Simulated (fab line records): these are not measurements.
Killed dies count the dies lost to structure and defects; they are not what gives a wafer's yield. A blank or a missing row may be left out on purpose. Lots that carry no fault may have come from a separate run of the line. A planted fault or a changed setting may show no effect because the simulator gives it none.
A struck lot beside a sound one ; flow n5_finfet ; 22 steps out of a route of 1938
Sound: these wafers, L170.2, L170.3, L170.5. Struck: wafers L169.2, L169.3, L169.6. The cause comes at the end.
For every step that has rows: the tool of each side, followed by ch and its chambers, followed by its first start. Under that, the readings that differ: sound wafers ; struck wafers ; difference of the means ; sigmas: that difference in standard deviations of wafers without a fault.
alike: same words and numbers on both sides, and readings whose means sit less than 2 such deviations apart. not compared: any withheld reading, any reading some wafer has no value for, any bound like >300 that may hide the same value, and any number with overlapping values for which the record gives no deviation.
Wherever a step has rows on one side only, a row that says differs or no value, or a row with sigmas, the two part there. Non-overlapping numbers with no deviation appear without sigmas and do not part them. A reading that every wafer of one side lacks parts them only if that side has two wafers or more.

first, 7 steps without rows for these wafers: N5_BEOL_M2_COAT_73 (time 60 s, resist thk 5 nm); N5_BEOL_M2_COAT_05 (resist thk 30 nm); N5_BEOL_M2_EBR_07; N5_BEOL_M2_SOFTBAKE_06 (time 60 s); N5_BEOL_M2_EXPOSE_08 (exposes mask M2); N5_BEOL_M2_PEB_09 (peb time 60 s); N5_BEOL_M2_DEVELOP_10 (develop time 30 s).
N5_BEOL_M2_CD_MEAS_11: the cd target is 16.79 nm.
  sound on cd_sem-02 ch 0, day 10 07:29; struck on cd_sem-03 ch 0, day 9 21:16
  alike: cd_nm
N5_BEOL_M2_OVL_MEAS_12:
  sound on overlay-01 ch 0, day 10 07:31; struck on overlay-01 ch 0, day 9 21:19
  alike: M2_OVL
N5_BEOL_M2_INSPECT_13: inspects for defects (brightfield).
  sound on defect_inspect-01 at day 10 07:35; struck on defect_inspect-01 at day 9 21:22
  alike: raw_defect_count
N5_BEOL_M2_DESCUM_16: chemistry O2, time 7 s.
  sound on rie_diel-01 ch 0,3, day 10 07:38; struck on rie_diel-06 ch 0,2,3, day 9 21:43
  alike: drypump_motor_current_A, o2_flow_sccm, oes_product_au, rf_fwd_power_W, rf_vpp_V, showerhead_plenum_p_Torr, throttle_valve_pct
  not compared: rf_hours_counter_h
N5_BEOL_M2_ETCH_74: etches underlayer in N2/H2, target depth 6.5 nm, time 5.2 s.
  sound on rie_diel-01 ch 0,3, day 10 07:40; struck on rie_diel-06 ch 0,2,3, day 9 21:45
  alike: bias_w, chamber_pressure_mTorr, drypump_motor_current_A, etch_rf_on_time_s, oes_product_au, rf_fwd_power_W, rf_vpp_V, showerhead_plenum_p_Torr, throttle_valve_pct
  not compared: rf_hours_counter_h
N5_BEOL_M2_ETCH_63: etches SiARC in CF4, target depth 15.6 nm, time 26 s.
  sound on rie_diel-01 ch 0,3, day 10 07:41; struck on rie_diel-06 ch 0,2,3, day 9 21:46
  no value came back on the struck wafers for any of 9 readings (bias_w (W), cf4_flow_sccm (sccm) and others); on the sound wafers bias_w (W) reads 35.97 36.02 35.80
  not compared: rf_hours_counter_h
N5_BEOL_M2_ETCH_64: etches SOC in N2/H2, target depth 75 nm, overetch 22.5 nm, time 121.9 s.
  sound on rie_diel-01 ch 0,3, day 10 07:43; struck on rie_diel-06 ch 0,2,3, day 9 21:48
reading;sound;struck;difference;sigmas
oes_product_au (a.u.);0.63 0.51 0.64;0.35 0.28 0.32;-0.28;-5
  alike: bias_w, chamber_pressure_mTorr, drypump_motor_current_A, rf_fwd_power_W, rf_vpp_V, showerhead_plenum_p_Torr, throttle_valve_pct
  not compared: rf_hours_counter_h
then, 2 steps without rows for these wafers: N5_BEOL_M2_STRIP_65 (strips in N2/H2); N5_BEOL_M2_STRIP_75 (strips in N2/H2).
N5_BEOL_M2_STRIP_66: strips in CF4.
  sound on rie_diel-01 ch 0,3, day 10 07:51; struck on rie_diel-06 ch 0,2,3, day 9 21:56
  alike: drypump_motor_current_A, oes_product_au, rf_fwd_power_W, rf_vpp_V, showerhead_plenum_p_Torr, throttle_valve_pct
  not compared: rf_hours_counter_h
N5_BEOL_M2_HM_OPEN_17: chemistry Cl2/BCl3, target TiN, target depth 20 nm, overetch 6 nm.
  sound on rie_metal-03 ch 0,1, day 10 07:53; struck on rie_metal-03 ch 1, day 9 21:58
reading;sound;struck;difference;sigmas
oes_product_au (a.u.);0.76 0.77 0.72;0.31 0.31 0.31;-0.44;-5
throttle_valve_pct (%);22.05 22.03 22.04;22.71 22.69 22.71;+0.66;+2
  alike: drypump_motor_current_A, rf_fwd_power_W
  not compared: rf_hours_counter_h
N5_BEOL_M2_STRIP_19: strips in O2.
  sound on rie_diel-06 ch 1,2,3, day 10 08:00; struck on rie_diel-05 ch 0,3, day 9 22:10
  alike: drypump_motor_current_A, o2_flow_sccm, oes_product_au, rf_vpp_V, showerhead_plenum_p_Torr, throttle_valve_pct
  not compared: rf_hours_counter_h
N5_BEOL_M2_CD_MEAS_18: pitch 36 nm, target cd 18 nm.
  sound on cd_sem-03 at day 10 08:04; struck on cd_sem-03 at day 9 22:14
reading;sound;struck;difference;sigmas
cd_nm (nm);18.4 18.6 18.8;- - -;no value on the struck wafers;
then, 1 step without rows for these wafers: N5_BEOL_M2_COAT_67 (time 60 s, resist thk 60 nm).
N5_BEOL_M4_RC_MEAS_101:
  the record has rows for the sound wafers here (prober-01 ch 0, day 11 11:48) and none for the struck ones

== WHERE THEY PART ==
At N5_BEOL_M2_ETCH_63 first; at N5_BEOL_M4_RC_MEAS_101 last (within this record only).

WHY: what had been put in by the simulator
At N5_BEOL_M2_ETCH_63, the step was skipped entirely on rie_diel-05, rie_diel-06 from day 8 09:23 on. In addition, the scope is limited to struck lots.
